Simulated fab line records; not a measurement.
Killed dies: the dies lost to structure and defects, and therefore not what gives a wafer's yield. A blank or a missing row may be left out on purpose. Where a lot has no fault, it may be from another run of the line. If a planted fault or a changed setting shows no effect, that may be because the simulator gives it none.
Chamber matching -- flow n5_finfet -- N5_HKMG_FIN_ETCH_67 on rie_diel-04 has 4 sister chambers
The step etches SOC in N2/H2, stops on TiN, target depth 388.9 nm. 8 wafers are shown with their chamber, then 10 later ones without.

WAFERS WITH THEIR CHAMBER
wafer,chamber,drypump_motor_current_A (A),throttle_valve_pct (%)
L085.2,2,6.0,17.53
L085.3,1,5.6,17.97
L085.4,3,5.6,17.98
L086.1,0,5.3,17.81
L086.3,2,5.9,17.53
L086.5,0,5.3,17.81
L089.1,3,5.6,18.00
L089.4,1,5.6,17.97

WAFERS WITHOUT THEIR CHAMBER
wafer,drypump_motor_current_A (A),throttle_valve_pct (%)
L089.5,5.6,17.98
L093.3,6.0,17.56
L093.5,6.0,17.56
L093.6,5.6,18.00
L097.3,5.6,17.64
L097.5,5.6,18.02
L097.6,5.3,17.83
L091.3,5.3,17.86
L091.4,6.0,17.58
L091.5,6.0,17.59

WHICH CHAMBER EACH ONE RAN IN
wafer,from the rows above,in truth
L089.5,can't be placed: 1 or 3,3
L093.3,2,2
L093.5,2,2
L093.6,3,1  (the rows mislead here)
L097.3,2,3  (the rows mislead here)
L097.5,3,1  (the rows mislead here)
L097.6,0,0
L091.3,0,0
L091.4,2,2
L091.5,2,2
Placed correctly: 6 of 10. From these rows, 1 cannot be placed; in 1 the true chamber is one of the candidates. Wrongly placed: 3.
How it was worked out, from the rows above alone: a wafer's distance from a chamber is the root of the sum, over the readings, of the square of ((its reading less the chamber's mean) divided by the reading's scatter). If the next closest chamber is less than 2 further off than the closest, the wafer can't be placed; otherwise it belongs to the closest. The mean given for a chamber averages the wafers shown for that chamber. The scatter: the root of (the sum of the squares of (reading less its chamber's mean) over the shown wafers, divided by (wafers less chambers)).
